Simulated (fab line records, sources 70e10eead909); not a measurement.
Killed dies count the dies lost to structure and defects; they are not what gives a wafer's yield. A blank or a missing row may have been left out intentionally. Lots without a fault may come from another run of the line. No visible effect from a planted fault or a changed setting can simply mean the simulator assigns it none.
fab line records	flow nand_harc
record: lots: 24	wafers: 72	last_day: 32
route steps=1302 shown A_CHANNEL_HOLE_D2@570 A_STAIRCASE@681
lots with no fault: from the same line, run without faults
start_h: the number of hours between the record's first day and the start of the first shown wafer of the lot	wait_h: time in hours since the lot's previous step	" same as the row above	L1.1+2: a single row standing in for several wafers	- no value present, or no start provided	* or withheld: withheld	< > ~ a bound
route shown NAME@n: a module of which the file shows steps, and the number in the route of the first	usual: mean/standard deviation taken from wafers without a fault	same: alike in all rows	chamber/n: place in a boat	sites: each site's reading	_std_site: standard deviation across them	_edge_site: inner sites' mean taken away from outer sites' mean	radius_mm: how far each site lies from the wafer's centre	mask NAME#n: copy n	behind: the most recent tool/chamber to have shaped the wafer	hold: the reason the lot was held/the length of the hold in hours/how it ended	device: names the non-switching transistor (n, p or np)	end of line: the same wafers' tests at the end of the route	a step given without rows: its recipe and nothing more	killed: the dies lost at the first sort to structure and to defects; this is not the yield of the wafer	map: dies across one wafer; x = killed, . = not, _ = none there
set.NAME: setting as actually run; set.NAME@STEP: the setting as run at that earlier step	model.NAME: the simulator's own value behind a step, which no gauge read
the route's steps for a sample of lots (tables are steps, rows are wafers)
services: a tool's chamber out of use, with start hour (start_h, from the record's first day; less than 0 if before it), hours out, and reason
== steps ==
step: NHARC_A_CHANNEL_HOLE_D2_DEP_00
recipe: target_thk_a: 31000	temp_c: 400	material: aC
usual: throttle_valve_pct: 35.000/0.0088
lot.wafer	tool	chamber	start_h	wait_h	throttle_valve_pct
L075.2	acl_dep-02	0	288.96	0.4	35.004
L075.5	"	0	"	"	35.004
L075.6	"	0	"	"	35.003
L074.2	acl_dep-01	0	290.25	1.2	35.001
L074.3	"	0	"	"	34.996
L074.4	"	0	"	"	35.000
L076.2	acl_dep-02	0	308.71	0.4	34.996
L076.3	"	0	"	"	34.981
L076.6	"	0	"	"	34.998
L077.2	acl_dep-02	0	322.88	1.3	34.987
L077.3	"	0	"	"	34.990
L077.4	"	0	"	"	34.993
L078.3	acl_dep-01	0	323.41	1.7	35.001
L078.4	"	0	"	"	35.006
L078.6	"	0	"	"	34.990
L079.1	acl_dep-02	0	331.18	0.1	35.006
L079.3	"	0	"	"	34.998
L079.6	"	0	"	"	35.003
L081.1	acl_dep-02	0	354.23	1.9	35.004
L081.3	"	0	"	"	34.990
L081.5	"	0	"	"	34.998
L080.2	acl_dep-03	0	356.07	3.7	34.997
L080.3	"	0	"	"	34.994
L080.5	"	0	"	"	34.988
L082.2	acl_dep-03	0	371.32	3.2	34.995
L082.4	"	0	"	"	35.002
L082.5	"	0	"	"	35.011
L084.1	acl_dep-03	0	380.02	5.4	35.005
L084.3	"	0	"	"	34.988
L084.4	"	0	"	"	35.002
L083.1	acl_dep-02	0	380.94	6.0	35.001
L083.3	"	0	"	"	34.995
L083.4	"	0	"	"	35.001
L085.3	acl_dep-03	0	398.51	4.0	34.995
L085.5	"	0	"	"	35.008
L085.6	"	0	"	"	35.010
L086.1	acl_dep-01	0	413.44	0.2	35.011
L086.4	"	0	"	"	34.993
L086.6	"	0	"	"	35.009
L087.1	acl_dep-03	0	413.81	0.5	34.995
L087.4	"	0	"	"	35.000
L087.6	"	0	"	"	35.003
L088.1	acl_dep-01	0	430.95	0.1	34.998
L088.4	"	0	"	"	35.001
L088.6	"	0	"	"	34.992
L089.4	acl_dep-01	0	445.75	1.0	34.995
L089.5	"	0	"	"	34.989
L089.6	"	0	"	"	34.985
L090.3	acl_dep-01	0	453.75	0.7	35.013
L090.4	"	0	"	"	35.019
L090.5	"	0	"	"	35.017
L092.1	acl_dep-03	0	471.14	0.6	34.996
L092.3	"	0	"	"	35.009
L092.5	"	0	"	"	34.982
L091.3	acl_dep-02	0	471.20	0.7	35.000
L091.4	"	0	"	"	34.993
L091.5	"	0	"	"	35.000
L093.2	acl_dep-02	0	484.51	2.5	34.999
L093.3	"	0	"	"	35.024
L093.6	"	0	"	"	35.001
L094.1	acl_dep-01	0	498.06	0.1	34.985
L094.3	"	0	"	"	35.005
L094.4	"	0	"	"	34.995
L096.3	acl_dep-02	0	498.41	0.7	35.009
L096.5	"	0	"	"	34.999
L096.6	"	0	"	"	34.994
L095.2	acl_dep-03	0	498.54	0.4	34.990
L095.3	"	0	"	"	34.996
L095.5	"	0	"	"	35.002
L097.1	acl_dep-02	0	517.70	2.9	34.994
L097.3	"	0	"	"	34.994
L097.4	"	0	"	"	35.007
step: NHARC_A_STAIRCASE_TRIM_24
recipe: time_s: 211.2	o2_flow_sccm: 500	ar_flow_sccm: 0	bias_w: 0	chemistry: O2
usual: drypump_motor_current_A: 5.7/0.5	o2_flow_sccm: 500.3/1.4	oes_product_au: 1.004/0.016	rf_vpp_V: 57.8/0.94	showerhead_plenum_p_Torr: 3.54/0.18	throttle_valve_pct: 17.037/0.0094
lot.wafer	tool	chamber	start_h	wait_h	drypump_motor_current_A	o2_flow_sccm	oes_product_au	rf_hours_counter_h	rf_vpp_V	showerhead_plenum_p_Torr	throttle_valve_pct
L075.2	rie_diel-11	1	-	-	4.9	501.4	0.959	26	56.5	3.29	17.033
L075.5	"	3	"	"	5.5	500.6	1.001	-	56.7	3.47	17.029
L075.6	"	0	"	"	4.7	499.4	1.012	-	58.9	3.48	17.036
L074.3	rie_diel-06	3	-	-	5.8	499.4	1.026	11	58.1	3.31	17.041
L074.2	"	0	"	"	5.7	501.8	1.008	11	56.2	3.33	17.037
L074.4	"	1	"	"	6.0	500.9	1.029	10	57.8	3.30	17.036
L076.2	rie_diel-06	3	-	-	5.7	499.9	1.008	17	56.3	3.31	17.043
L076.3	"	1	"	"	6.0	501.1	1.027	15	57.0	3.30	17.017
L076.6	"	0	"	"	5.7	499.4	0.988	-	57.5	3.33	17.023
L077.4	rie_diel-11	3	-	-	5.5	500.0	1.020	41	56.7	3.47	17.056
L077.3	"	0	"	"	4.7	499.2	1.005	37	56.7	3.47	17.038
L077.2	"	1	"	"	4.9	501.1	0.971	39	57.7	3.28	17.054
L078.4	rie_diel-01	1	-	-	5.3	498.8	0.991	1	59.5	3.81	17.041
L078.3	"	3	"	"	5.7	501.0	0.997	1	58.0	3.50	17.031
L078.6	"	1	"	"	5.3	498.7	0.989	-	57.3	3.81	17.036
L079.3	rie_diel-06	0	-	-	5.8	500.4	0.996	25	57.2	3.32	17.033
L079.1	"	3	"	"	5.8	500.9	0.996	26	57.0	3.30	17.030
L079.6	"	1	"	"	6.0	500.6	1.025	-	57.6	3.29	17.041
L080.2	rie_diel-01	1	-	-	5.2	499.6	1.002	10	58.5	3.80	17.048
L080.3	"	2	"	"	6.7	498.7	1.016	7	58.2	3.74	17.033
L080.5	"	0	"	"	5.8	500.2	1.014	-	58.8	3.65	17.034
L081.3	rie_diel-06	2	-	-	5.5	498.5	1.010	32	57.6	3.48	17.049
L081.1	"	1	"	"	6.0	498.9	1.030	33	56.6	3.29	17.033
L081.5	"	2	"	"	5.5	499.1	1.008	-	58.4	3.48	17.030
L082.4	rie_diel-01	1	-	-	5.3	500.3	0.994	14	59.5	3.80	17.042
L082.2	"	0	"	"	5.8	499.6	1.006	15	56.9	3.65	17.033
L082.5	"	1	"	"	5.3	499.7	0.995	-	57.3	3.80	17.045
L083.1	rie_diel-01	3	-	-	5.7	499.5	0.999	19	58.8	3.49	17.034
L083.3	"	1	"	"	5.3	498.9	0.986	19	58.6	3.80	17.046
L083.4	"	3	"	"	5.7	501.6	0.998	-	57.1	3.49	17.027
L084.4	rie_diel-06	3	-	-	5.8	499.7	1.011	49	58.5	3.29	17.040
L084.3	"	0	"	"	5.8	499.9	1.005	45	57.3	3.31	17.034
L084.1	"	1	"	"	6.0	501.8	1.004	45	57.6	3.28	17.049
L085.3	rie_diel-01	2	-	-	6.7	500.0	1.006	24	57.9	3.73	17.040
L085.5	"	1	"	"	5.3	500.4	0.995	-	58.3	3.79	17.039
L085.6	"	2	"	"	6.7	500.1	1.015	-	59.9	3.73	17.032
L086.1	rie_diel-06	1	-	-	6.0	498.7	1.010	52	56.0	3.28	17.035
L086.6	"	1	"	"	6.0	500.6	1.004	-	57.9	3.28	17.027
L086.4	"	3	"	"	5.8	499.4	0.992	-	56.8	3.28	17.022
L087.1	rie_diel-01	2	-	-	6.7	501.5	1.018	27	58.6	3.73	17.040
L087.4	"	0	"	"	5.8	502.6	1.040	26	59.2	3.64	17.042
L087.6	"	2	"	"	6.7	501.0	1.008	-	58.2	3.73	17.043
L088.1	rie_diel-01	3	-	-	5.8	498.3	0.973	38	57.3	3.47	17.041
L088.4	"	0	"	"	5.8	500.8	1.029	32	58.1	3.64	17.023
L088.6	"	3	"	"	5.7	501.5	0.986	-	57.7	3.47	17.031
L089.4	rie_diel-06	1	-	-	6.0	500.0	1.007	4	60.0	3.81	17.034
L089.5	"	1	"	"	6.0	499.5	1.008	-	57.9	3.81	17.041
L089.6	"	2	"	"	5.5	500.1	1.043	-	56.2	3.46	17.026
L090.3	rie_diel-11	0	-	-	4.7	500.5	1.027	27	57.8	3.45	17.039
L090.4	"	1	"	"	4.9	499.5	0.972	19	58.7	3.80	17.042
L090.5	"	2	"	"	5.9	497.5	0.978	-	58.7	3.50	17.020
L091.3	rie_diel-11	3	-	-	5.5	499.5	1.011	33	57.7	3.44	17.037
L091.4	"	0	"	"	4.7	497.6	1.011	32	58.2	3.44	17.028
L091.5	"	2	"	"	6.0	500.9	0.984	-	58.3	3.49	17.020
L092.1	rie_diel-01	3	-	-	5.7	500.2	0.991	53	57.8	3.47	17.056
L092.3	"	0	"	"	5.8	499.8	1.012	49	59.0	3.63	17.034
L092.5	"	1	"	"	5.2	499.6	0.984	-	57.9	3.78	17.057
L093.3	rie_diel-01	1	-	-	5.3	499.8	1.001	62	56.8	3.77	17.051
L093.2	"	3	"	"	5.7	499.7	0.999	58	57.8	3.46	17.038
L093.6	"	2	"	"	6.7	499.6	1.003	-	59.3	3.71	17.034
L095.3	rie_diel-11	2	-	-	6.0	500.3	0.980	36	57.8	3.49	17.018
L095.2	"	0	"	"	4.7	502.1	1.017	40	59.2	3.44	17.036
L095.5	"	2	"	"	6.0	500.2	0.989	-	59.5	3.49	17.032
L096.3	rie_diel-11	2	-	-	5.9	502.3	0.987	37	59.2	3.49	17.038
L096.5	"	2	"	"	6.0	504.4	0.980	-	58.4	3.49	17.041
L096.6	"	3	"	"	5.5	500.5	1.011	-	57.9	3.44	17.032
L094.1	rie_diel-06	2	-	-	5.6	499.1	1.029	28	57.8	3.45	17.024
L094.3	"	3	"	"	5.7	502.7	1.024	19	59.0	3.80	17.036
L094.4	"	0	"	"	5.7	498.6	0.972	27	57.6	3.29	17.039
L097.1	rie_diel-06	0	-	-	5.8	504.1	0.989	33	56.3	3.29	17.048
L097.3	"	2	"	"	5.5	501.7	1.019	37	56.9	3.45	17.039
L097.4	"	3	"	"	5.8	498.2	1.027	-	59.1	3.79	17.032
step: NHARC_A_STAIRCASE_ETCH_190
recipe: target_depth_a: 1000	time_s: 40.5	ion_energy_ev: 400	c4f8_flow_sccm: 20	o2_flow_sccm: 10	ar_flow_sccm: withheld	rf_w: 600	bias_w: 1000	chemistry: C4F8/O2
usual: oes_product_au: 0.946/0.017	rf_vpp_V: 895/6.4
lot.wafer	tool	chamber	start_h	wait_h	oes_product_au	rf_hours_counter_h	rf_vpp_V
L075.2	rie_diel-06	0	-	-	0.959	11	889
L075.5	"	3	"	"	0.957	-	887
L075.6	"	0	"	"	0.958	-	889
L074.2	rie_diel-01	3	-	-	0.952	44	894
L074.4	"	0	"	"	0.945	44	900
L074.3	"	1	"	"	0.951	47	886
L076.2	rie_diel-06	1	-	-	0.972	17	888
L076.3	"	2	"	"	0.951	18	894
L076.6	"	2	"	"	0.944	-	895
L077.2	rie_diel-11	0	-	-	0.942	39	894
L077.4	"	1	"	"	0.912	40	888
L077.3	"	2	"	"	0.948	39	895
L078.4	rie_diel-01	2	-	-	0.966	2	904
L078.3	"	1	"	"	0.946	1	907
L078.6	"	2	"	"	0.949	-	903
L079.3	rie_diel-06	3	-	-	0.953	27	888
L079.1	"	2	"	"	0.938	26	893
L079.6	"	0	"	"	0.942	-	889
L080.3	rie_diel-06	3	-	-	0.943	34	886
L080.2	"	0	"	"	0.938	34	888
L080.5	"	1	"	"	0.966	-	886
L081.3	rie_diel-11	3	-	-	0.931	51	893
L081.1	"	2	"	"	0.942	47	895
L081.5	"	0	"	"	0.939	-	894
L082.2	rie_diel-01	3	-	-	0.965	12	894
L082.4	"	1	"	"	0.945	14	905
L082.5	"	2	"	"	0.972	-	903
L084.3	rie_diel-11	2	-	-	0.927	4	896
L084.1	"	3	"	"	0.935	4	893
L084.4	"	2	"	"	0.924	-	894
L083.1	rie_diel-11	2	-	-	0.930	5	896
L083.3	"	0	"	"	0.959	5	895
L083.4	"	3	"	"	0.945	-	892
L085.3	rie_diel-06	3	-	-	0.942	55	889
L085.6	"	0	"	"	0.939	-	889
L085.5	"	1	"	"	0.946	-	887
L086.1	rie_diel-11	2	-	-	0.914	14	896
L086.4	"	0	"	"	0.972	14	894
L086.6	"	2	"	"	0.930	-	895
L087.1	rie_diel-11	1	-	-	0.925	10	905
L087.4	"	3	"	"	0.964	16	894
L087.6	"	1	"	"	0.921	-	905
L088.4	rie_diel-11	1	-	-	0.935	15	906
L088.1	"	3	"	"	0.948	23	892
L088.6	"	1	"	"	0.921	-	906
L089.4	rie_diel-11	2	-	-	0.905	23	894
L089.5	"	0	"	"	0.941	-	892
L089.6	"	1	"	"	0.910	-	905
L090.4	rie_diel-06	1	-	-	0.957	8	906
L090.3	"	2	"	"	0.990	7	893
L090.5	"	3	"	"	0.957	-	907
L091.3	rie_diel-01	1	-	-	0.936	55	905
L091.4	"	2	"	"	0.957	49	903
L091.5	"	1	"	"	0.935	-	905
L092.3	rie_diel-06	2	-	-	0.987	18	894
L092.1	"	3	"	"	0.968	16	906
L092.5	"	1	"	"	0.959	-	905
L093.3	rie_diel-01	1	-	-	0.936	62	904
L093.2	"	2	"	"	0.953	54	902
L093.6	"	2	"	"	0.952	-	902
L095.3	rie_diel-11	3	-	-	0.956	41	893
L095.2	"	1	"	"	0.919	33	905
L095.5	"	0	"	"	0.950	-	893
L096.3	rie_diel-06	1	-	-	0.958	29	906
L096.5	"	3	"	"	0.959	-	907
L096.6	"	0	"	"	0.923	-	887
L094.4	rie_diel-11	0	-	-	0.958	44	893
L094.3	"	1	"	"	0.924	35	906
L094.1	"	3	"	"	0.958	44	893
L097.1	rie_diel-06	2	-	-	0.968	38	892
L097.3	"	0	"	"	0.938	34	888
L097.4	"	2	"	"	0.970	-	894
step: NHARC_A_STAIRCASE_ETCH_201
recipe: target_depth_a: 1000	time_s: 40.5	ion_energy_ev: 400	c4f8_flow_sccm: 20	o2_flow_sccm: 10	ar_flow_sccm: withheld	rf_w: 600	bias_w: 1000	chemistry: C4F8/O2
usual: oes_product_au: 0.949/0.016	rf_vpp_V: 895/6.6
lot.wafer	tool	chamber	start_h	wait_h	oes_product_au	rf_hours_counter_h	rf_vpp_V
L075.2	rie_diel-11	2	-	-	0.953	28	896
L075.6	"	3	"	"	0.940	-	895
L075.5	"	0	"	"	0.950	-	895
L074.4	rie_diel-11	0	-	-	0.972	27	893
L074.3	"	1	"	"	0.930	29	888
L074.2	"	2	"	"	0.948	29	895
L076.2	rie_diel-06	0	-	-	0.944	18	889
L076.3	"	1	"	"	0.974	17	888
L076.6	"	0	"	"	0.943	-	887
L077.3	rie_diel-11	3	-	-	0.949	43	892
L077.4	"	0	"	"	0.957	39	894
L077.2	"	1	"	"	0.918	41	888
L078.4	rie_diel-11	2	-	-	0.954	41	896
L078.3	"	1	"	"	0.922	42	887
L078.6	"	2	"	"	0.949	-	895
L079.3	rie_diel-01	1	-	-	0.938	3	906
L079.1	"	3	"	"	0.944	3	897
L079.6	"	2	"	"	0.952	-	904
L080.3	rie_diel-06	0	-	-	0.932	35	888
L080.2	"	1	"	"	0.959	33	887
L080.5	"	2	"	"	0.966	-	892
L081.1	rie_diel-11	1	-	-	0.927	51	886
L081.3	"	2	"	"	0.959	48	895
L081.5	"	0	"	"	0.953	-	894
L082.4	rie_diel-06	0	-	-	0.949	38	888
L082.2	"	1	"	"	0.965	36	887
L082.5	"	2	"	"	0.957	-	894
L084.3	rie_diel-01	3	-	-	0.933	24	895
L084.1	"	2	"	"	0.959	21	903
L084.4	"	1	"	"	0.937	-	905
L083.1	rie_diel-01	2	-	-	0.962	22	902
L083.3	"	3	"	"	0.941	25	894
L083.4	"	3	"	"	0.944	-	894
L085.3	rie_diel-06	1	-	-	0.956	50	885
L085.5	"	2	"	"	0.972	-	894
L085.6	"	3	"	"	0.944	-	887
L086.4	rie_diel-01	0	-	-	0.970	26	900
L086.1	"	1	"	"	0.930	32	907
L086.6	"	3	"	"	0.943	-	892
L087.4	rie_diel-06	3	-	-	0.949	62	888
L087.1	"	0	"	"	0.942	53	887
L087.6	"	0	"	"	0.946	-	887
L088.1	rie_diel-06	2	-	-	0.981	2	894
L088.4	"	0	"	"	0.936	2	887
L088.6	"	2	"	"	0.986	-	893
L089.4	rie_diel-06	1	-	-	0.964	6	906
L089.6	"	3	"	"	0.946	-	905
L089.5	"	0	"	"	0.920	-	888
L090.3	rie_diel-06	2	-	-	0.978	9	894
L090.4	"	0	"	"	0.931	7	888
L090.5	"	3	"	"	0.966	-	905
L091.3	rie_diel-01	0	-	-	0.937	50	900
L091.4	"	2	"	"	0.947	49	904
L091.5	"	0	"	"	0.942	-	900
L092.3	rie_diel-06	3	-	-	0.945	16	905
L092.1	"	2	"	"	0.985	18	895
L092.5	"	0	"	"	0.920	-	887
L093.3	rie_diel-11	1	-	-	0.925	30	905
L093.2	"	2	"	"	0.925	35	894
L093.6	"	3	"	"	0.947	-	893
L095.3	rie_diel-11	1	-	-	0.919	33	905
L095.2	"	2	"	"	0.942	38	897
L095.5	"	2	"	"	0.926	-	896
L096.3	rie_diel-11	0	-	-	0.955	43	893
L096.5	"	1	"	"	0.916	-	906
L096.6	"	2	"	"	0.927	-	895
L094.3	rie_diel-01	1	-	-	0.926	0	905
L094.4	"	3	"	"	0.950	0	894
L094.1	"	0	"	"	0.946	0	901
L097.1	rie_diel-06	2	-	-	0.962	39	892
L097.3	"	3	"	"	0.963	28	905
L097.4	"	2	"	"	0.973	-	892
step: NHARC_A_STAIRCASE_ETCH_203
recipe: target_depth_a: 1000	time_s: 40.5	ion_energy_ev: 400	c4f8_flow_sccm: 20	o2_flow_sccm: 10	ar_flow_sccm: withheld	rf_w: 600	bias_w: 1000	chemistry: C4F8/O2
usual: oes_product_au: 0.945/0.019	rf_vpp_V: 895/6.6
lot.wafer	tool	chamber	start_h	wait_h	oes_product_au	rf_hours_counter_h	rf_vpp_V
L075.2	rie_diel-11	2	-	-	0.953	28	896
L075.5	"	1	"	"	0.904	-	886
L075.6	"	2	"	"	0.947	-	896
L074.3	rie_diel-11	3	-	-	0.928	33	895
L074.4	"	0	"	"	0.973	27	893
L074.2	"	1	"	"	0.906	29	886
L076.2	rie_diel-06	0	-	-	0.934	18	889
L076.3	"	1	"	"	0.961	17	887
L076.6	"	1	"	"	0.957	-	887
L077.4	rie_diel-11	1	-	-	0.909	41	886
L077.3	"	2	"	"	0.937	40	895
L077.2	"	0	"	"	0.942	40	894
L078.4	rie_diel-11	0	-	-	0.961	40	895
L078.3	"	1	"	"	0.905	42	887
L078.6	"	0	"	"	0.957	-	893
L079.1	rie_diel-01	0	-	-	0.969	4	901
L079.3	"	2	"	"	0.955	3	903
L079.6	"	0	"	"	0.977	-	900
L080.2	rie_diel-06	3	-	-	0.944	34	889
L080.3	"	1	"	"	0.953	33	886
L080.5	"	3	"	"	0.937	-	887
L081.1	rie_diel-11	0	-	-	0.960	49	893
L081.3	"	1	"	"	0.929	51	885
L081.5	"	3	"	"	0.955	-	894
L082.2	rie_diel-06	0	-	-	0.930	38	888
L082.4	"	2	"	"	0.951	36	893
L082.5	"	0	"	"	0.940	-	888
L084.1	rie_diel-01	2	-	-	0.960	21	904
L084.3	"	3	"	"	0.934	24	896
L084.4	"	2	"	"	0.954	-	903
L083.1	rie_diel-01	3	-	-	0.947	25	895
L083.3	"	1	"	"	0.938	24	905
L083.4	"	1	"	"	0.941	-	906
L085.3	rie_diel-06	3	-	-	0.937	56	887
L085.6	"	0	"	"	0.931	-	888
L085.5	"	1	"	"	0.959	-	886
L086.4	rie_diel-01	2	-	-	0.946	28	903
L086.1	"	0	"	"	0.975	27	901
L086.6	"	3	"	"	0.933	-	893
L087.4	rie_diel-06	1	-	-	0.940	55	888
L087.1	"	0	"	"	0.938	54	888
L087.6	"	1	"	"	0.953	-	887
L088.4	rie_diel-06	2	-	-	0.999	2	893
L088.1	"	3	"	"	0.955	2	907
L088.6	"	1	"	"	0.971	-	905
L089.4	rie_diel-06	1	-	-	0.962	6	907
L089.6	"	1	"	"	0.970	-	906
L089.5	"	2	"	"	0.984	-	894
L090.3	rie_diel-06	1	-	-	0.966	9	905
L090.4	"	0	"	"	0.939	7	888
L090.5	"	1	"	"	0.961	-	906
L091.4	rie_diel-01	1	-	-	0.936	56	905
L091.3	"	2	"	"	0.950	50	903
L091.5	"	0	"	"	0.945	-	899
L092.3	rie_diel-06	1	-	-	0.942	19	906
L092.1	"	2	"	"	0.967	19	895
L092.5	"	3	"	"	0.940	-	907
L093.2	rie_diel-11	2	-	-	0.927	35	894
L093.3	"	0	"	"	0.962	39	893
L093.6	"	2	"	"	0.925	-	894
L095.3	rie_diel-11	3	-	-	0.935	42	893
L095.2	"	1	"	"	0.890	33	906
L095.5	"	3	"	"	0.930	-	892
L096.3	rie_diel-11	1	-	-	0.913	35	907
L096.6	"	3	"	"	0.943	-	892
L096.5	"	0	"	"	0.947	-	893
L094.4	rie_diel-01	0	-	-	0.938	0	898
L094.1	"	1	"	"	0.927	1	905
L094.3	"	3	"	"	0.942	0	893
L097.3	rie_diel-06	0	-	-	0.922	35	888
L097.1	"	2	"	"	0.947	39	893
L097.4	"	2	"	"	0.952	-	893
step: NHARC_A_STAIRCASE_STRIP_205
recipe: power_w: 1500	temp_c: 250	chemistry: O2
usual: drypump_motor_current_A: 5.9/0.33	heater_power_w: 333/33	rf_refl_power_W: 23/5.9
lot.wafer	tool	chamber	start_h	wait_h	drypump_motor_current_A	heater_power_w	rf_hours_counter_h	rf_refl_power_W
L075.2	plasma_asher-01	0	357.24	0.1	6.2	338	1	30
L075.6	"	0	"	"	6.3	341	-	31
L075.5	"	1	"	"	6.2	273	-	13
L074.2	plasma_asher-02	0	360.54	0.1	5.5	364	20	26
L074.3	"	0	"	"	5.4	349	-	26
L074.4	"	1	"	"	5.9	340	-	22
L076.2	plasma_asher-01	0	375.80	0.1	6.3	344	6	31
L076.3	"	1	"	"	6.2	275	-	13
L076.6	"	1	"	"	6.2	274	-	13
L077.2	plasma_asher-02	1	397.58	0.1	5.9	348	27	22
L077.4	"	1	"	"	5.9	341	-	22
L077.3	"	0	"	"	5.4	359	-	26
L078.3	plasma_asher-01	1	399.15	0.2	6.2	273	-	13
L078.4	"	0	"	"	6.2	348	-	29
L078.6	"	1	"	"	6.3	279	-	14
L079.1	plasma_asher-02	0	400.68	0.1	5.4	354	28	25
L079.3	"	1	"	"	5.9	355	-	22
L079.6	"	1	"	"	5.9	343	-	22
L080.2	plasma_asher-02	0	419.75	0.1	5.4	356	31	-
L080.3	"	1	"	"	5.9	348	-	-
L080.5	"	1	"	"	5.9	344	-	-
L081.1	plasma_asher-01	0	419.98	0.1	6.2	337	14	-
L081.3	"	0	"	"	6.3	345	-	-
L081.5	"	1	"	"	6.3	277	-	-
L082.2	plasma_asher-01	1	438.09	0.1	6.2	281	18	-
L082.4	"	1	"	"	6.2	283	-	-
L082.5	"	0	"	"	6.2	338	-	-
L084.1	plasma_asher-02	1	455.52	0.1	5.9	353	5	22
L084.4	"	1	"	"	5.9	341	-	21
L084.3	"	0	"	"	5.4	367	-	25
L083.1	plasma_asher-01	1	457.01	0.1	6.2	279	22	13
L083.4	"	0	"	"	6.3	344	-	31
L083.3	"	1	"	"	6.2	279	-	13
L085.3	plasma_asher-02	1	466.21	0.2	5.9	338	-	21
L085.5	"	1	"	"	5.9	341	-	21
L085.6	"	0	"	"	5.4	373	-	25
L086.1	plasma_asher-02	1	480.61	0.1	5.9	352	10	21
L086.4	"	1	"	"	5.9	350	-	21
L086.6	"	1	"	"	5.9	353	-	21
L087.1	plasma_asher-01	1	483.80	0.1	6.2	278	28	-
L087.4	"	1	"	"	6.2	274	-	-
L087.6	"	1	"	"	6.2	275	-	-
L088.1	plasma_asher-01	1	499.93	0.1	6.2	274	32	13
L088.4	"	1	"	"	6.2	281	-	14
L088.6	"	1	"	"	6.2	278	-	13
L089.4	plasma_asher-02	0	513.15	0.2	5.4	369	-	25
L089.5	"	1	"	"	5.9	345	-	21
L089.6	"	0	"	"	5.4	369	-	26
L090.3	plasma_asher-02	1	523.15	0.2	5.9	344	-	-
L090.4	"	0	"	"	5.4	359	-	-
L090.5	"	1	"	"	5.9	351	-	-
L091.4	plasma_asher-01	1	542.21	0.4	6.2	272	-	13
L091.3	"	0	"	"	6.2	322	-	29
L091.5	"	1	"	"	6.2	277	-	12
L092.1	plasma_asher-01	0	542.45	0.1	6.2	321	6	30
L092.3	"	0	"	"	6.3	324	-	30
L092.5	"	0	"	"	6.3	334	-	30
L093.2	plasma_asher-02	0	559.36	0.1	5.4	371	23	25
L093.3	"	0	"	"	5.4	366	-	24
L093.6	"	0	"	"	5.4	382	-	25
L095.2	plasma_asher-02	1	566.24	0.1	5.9	349	25	-
L095.3	"	0	"	"	5.4	365	-	-
L095.5	"	0	"	"	5.4	358	-	-
L096.3	plasma_asher-02	1	568.50	0.2	5.9	341	-	22
L096.6	"	0	"	"	5.4	371	-	25
L096.5	"	1	"	"	5.9	336	-	21
L094.1	plasma_asher-01	1	570.53	0.1	6.2	275	13	13
L094.4	"	1	"	"	6.2	276	-	13
L094.3	"	0	"	"	6.3	323	-	30
L097.1	plasma_asher-02	1	585.95	0.1	5.9	347	29	-
L097.4	"	0	"	"	5.4	368	-	-
L097.3	"	1	"	"	5.9	346	-	-
== services ==
tool	chamber	start_h	hours	kind
plasma_asher-02	-	282.36	2.7	repair
rie_diel-11	2	284.12	4.6	repair
rie_diel-06	0	286.41	2.5	repair
acl_dep-03	-	297.60	13.0	pm
rie_diel-06	-	307.20	9.0	pm
rie_diel-11	0	325.90	7.3	repair
rie_diel-11	3	330.71	3.4	repair
plasma_asher-01	-	342.53	9.0	pm
acl_dep-01	-	353.15	3.6	repair
acl_dep-01	-	369.85	13.0	pm
plasma_asher-02	-	377.76	3.8	repair
rie_diel-01	-	382.14	9.0	pm
plasma_asher-02	-	398.39	0.3	repair
acl_dep-02	-	423.70	13.0	pm
plasma_asher-02	-	424.38	2.3	repair
plasma_asher-02	-	426.76	9.0	pm
rie_diel-11	-	434.35	9.0	pm
rie_diel-01	0	441.28	19.2	repair
rie_diel-01	2	464.25	5.7	repair
rie_diel-06	0	471.24	7.3	repair
acl_dep-03	-	480.41	13.0	pm
rie_diel-06	-	484.20	9.0	pm
plasma_asher-01	-	519.53	9.0	pm
rie_diel-01	-	559.14	9.0	pm
== key ==
fault none
